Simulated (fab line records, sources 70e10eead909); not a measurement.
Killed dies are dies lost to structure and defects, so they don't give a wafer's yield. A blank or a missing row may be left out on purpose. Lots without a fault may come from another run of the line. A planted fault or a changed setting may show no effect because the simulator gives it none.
Chamber matching | flow nand_harc | NHARC_P_BONDPAD_ACTIVATE_29 on rie_diel-06: 4 sister chambers
The step chemistry N2, time 60 s. 8 wafers are shown with their chamber, then 6 later ones without.

WAFERS WITH THEIR CHAMBER
wafer  | chamber | drypump_motor_current_A (A) | oes_product_au (a.u.)
L666.5 | 3       | 6.0                         | 0.991
L671.1 | 0       | 6.4                         | 1.006
L671.5 | 1       | 6.2                         | 1.007
L670.2 | 0       | 6.5                         | 0.996
L670.3 | 3       | 6.0                         | 0.995
L672.3 | 2       | 6.6                         | 1.007
L672.5 | 2       | 6.6                         | 1.010
L672.6 | 1       | 6.2                         | 1.007

WAFERS WITHOUT THEIR CHAMBER
wafer  | drypump_motor_current_A (A) | oes_product_au (a.u.)
L678.1 | 6.5                         | 1.008
L678.3 | 5.9                         | 1.001
L678.4 | 6.6                         | 1.020
L679.1 | 6.6                         | 1.016
L679.4 | 6.0                         | 0.994
L679.6 | 6.5                         | 1.017

WHICH CHAMBER EACH WENT THROUGH
wafer  | from the rows above     | in truth
L678.1 | can't be placed: 0 or 2 | 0
L678.3 | 3                       | 3
L678.4 | 2                       | 2
L679.1 | 2                       | 2
L679.4 | 3                       | 3
L679.6 | can't be placed: 2 or 0 | 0
Placed correctly: 4 of 6. Can't be placed from these rows: 2 (the true chamber is among the candidates in 2). Placed wrongly: 0.
How it was worked out, from the rows above alone: a wafer's distance from a chamber is the root of the sum, over the readings, of the square of ((its reading less the chamber's mean) divided by the reading's scatter). The wafer belongs to the nearest chamber; if the next one is less than 2 further off, it can't be placed. A chamber's mean is the mean of its shown wafers. The scatter: the root of (the sum of the squares of (reading less its chamber's mean) over the shown wafers, divided by (wafers less chambers)).
